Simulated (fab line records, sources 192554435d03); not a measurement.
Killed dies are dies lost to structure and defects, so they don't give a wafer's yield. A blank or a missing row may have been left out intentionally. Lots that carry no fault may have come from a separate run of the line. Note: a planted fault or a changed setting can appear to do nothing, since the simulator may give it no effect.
Which tool did it? :: flow n5Finfet :: 34 wafers from 12 lots sampled at 3 of the route's 1938 steps

== WHAT THE GAUGES READ, wafer by wafer ==
N5_BEOL_M15_OVL_MEAS_11. Usual: for V14_OVL the level is -4 nm and the standard deviation is 5.
lot: L330
measured: day 10 17:59
on: overlay-01
V14_OVL (nm): -3 3 -2
flag: 

lot: L331
measured: day 11 17:01
on: overlay-01
V14_OVL (nm): -11 -7 1
flag: 

lot: L333
measured: day 12 00:12
on: overlay-01
V14_OVL (nm): 2 1 2
flag: 

lot: L334
measured: day 12 12:38
on: overlay-02
V14_OVL (nm): -1 -5 -7
flag: 

lot: L335
measured: day 12 15:16
on: overlay-01
V14_OVL (nm): 4 -3 2
flag: 

lot: L339
measured: day 13 02:49
on: overlay-01
V14_OVL (nm): -8 -4 -5
flag: 

lot: L340
measured: day 13 14:19
on: overlay-01
V14_OVL (nm): 0 2 -7
flag: 

lot: L341
measured: day 13 20:05
on: overlay-01
V14_OVL (nm): 3 -2 5
flag: 

lot: L342
measured: day 13 20:32
on: overlay-02
V14_OVL (nm): -13 -5
flag: 

lot: L345
measured: day 15 06:01
on: overlay-02
V14_OVL (nm): -6 -6
flag: 

lot: L349
measured: day 16 03:12
on: overlay-02
V14_OVL (nm): -10 -10 0
flag: 

lot: L353
measured: day 17 07:03
on: overlay-01
V14_OVL (nm): -4 -5 -8
flag: 

N5_BEOL_M15_CD_MEAS_17: the cd target is 360 nm. Usual: cdNm at 359.9 nm, with a standard deviation of 2.9.
lot: L330
measured: day 10 18:55
on: cdSem-01
cdNm (nm): 361.5 362.1 363.5
flag: 

lot: L331
measured: day 11 17:43
on: cdSem-02
cdNm (nm): 359.6 363.3 362.3
flag: 

lot: L333
measured: day 12 00:46
on: cdSem-03
cdNm (nm): 361.8 355.7 360.8
flag: 

lot: L334
measured: day 12 13:12
on: cdSem-03
cdNm (nm): 359.4 361.1 358.7
flag: 

lot: L335
measured: day 12 15:57
on: cdSem-03
cdNm (nm): 359.3 356.8 357.7
flag: 

lot: L339
measured: day 13 03:22
on: cdSem-03
cdNm (nm): 357.3 355.6 358.8
flag: 

lot: L340
measured: day 13 14:53
on: cdSem-01
cdNm (nm): 358.2 358.5 359.2
flag: 

lot: L341
measured: day 13 20:39
on: cdSem-03
cdNm (nm): 358.2 353.6 358.7
flag: 

lot: L342
measured: day 13 21:07
on: cdSem-01
cdNm (nm): 362.4 357.6
flag: 

lot: L345
measured: day 15 06:35
on: cdSem-02
cdNm (nm): 363.9 359.1
flag: 

lot: L349
measured: day 16 03:46
on: cdSem-02
cdNm (nm): 364.5 363.0 360.9
flag: 

lot: L353
measured: day 17 07:42
on: cdSem-02
cdNm (nm): 364.9 364.3 355.4
flag: 

N5_BEOL_M15_INSPECT_30: inspects for defects (macro). Usual: rawDefectCount at 2.2, with a standard deviation of 1.6.
lot: L330
measured: day 10 19:57
on: defectInspect-02
rawDefectCount: 3 2 0
flag: 

lot: L331
measured: day 11 18:38
on: defectInspect-02
rawDefectCount: 4 2 1
flag: 

lot: L333
measured: day 12 01:49
on: defectInspect-01
rawDefectCount: 2 3 1
flag: 

lot: L334
measured: day 12 14:08
on: defectInspect-02
rawDefectCount: 2 5 3
flag: 

lot: L335
measured: day 12 17:01
on: defectInspect-01
rawDefectCount: 5 0 0
flag: 

lot: L339
measured: day 13 04:25
on: defectInspect-02
rawDefectCount: 1 0 2
flag: 

lot: L340
measured: day 13 15:56
on: defectInspect-02
rawDefectCount: 3 2 3
flag: 

lot: L341
measured: day 13 21:35
on: defectInspect-01
rawDefectCount: 4 2 1
flag: 

lot: L342
measured: day 13 22:04
on: defectInspect-02
rawDefectCount: 1 2
flag: 

lot: L345
measured: day 15 07:31
on: defectInspect-01
rawDefectCount: 2 4
flag: 

lot: L349
measured: day 16 04:49
on: defectInspect-01
rawDefectCount: 2 1 3
flag: 

lot: L353
measured: day 17 08:37
on: defectInspect-02
rawDefectCount: 0 2 3
flag: 

== WHICH TOOL RAN EACH LOT (tool, then ch and the chambers of the sampled wafers, then the start) ==
No process step before these readings appears in the record.

== AS READ BY THE TOOLS THEMSELVES (means over the sampled wafers that have a number; for cases with no such wafer, the mark the record gives instead) ==
The record holds no such reading with a usual standard deviation.

== THE ANSWER, worked out from the rows above alone ==
Rule: a lot counts as off when the mean over its wafers that have a number is more than 3 standard deviations away from the usual mean. A lot without any number at a reading at which 4 lots or more have one is off too. All remaining lots with rows at the step are treated as sound. First the gauges in route order, then the tools' own readings, where a lot's mean is used as printed above. At the first step where some lot is off, the reading lying furthest off is the one used; lots without a number count as furthest.
Nothing can be told from this: no lot is off at any reading shown.

== WHAT THE SIMULATOR HAD INSERTED ==
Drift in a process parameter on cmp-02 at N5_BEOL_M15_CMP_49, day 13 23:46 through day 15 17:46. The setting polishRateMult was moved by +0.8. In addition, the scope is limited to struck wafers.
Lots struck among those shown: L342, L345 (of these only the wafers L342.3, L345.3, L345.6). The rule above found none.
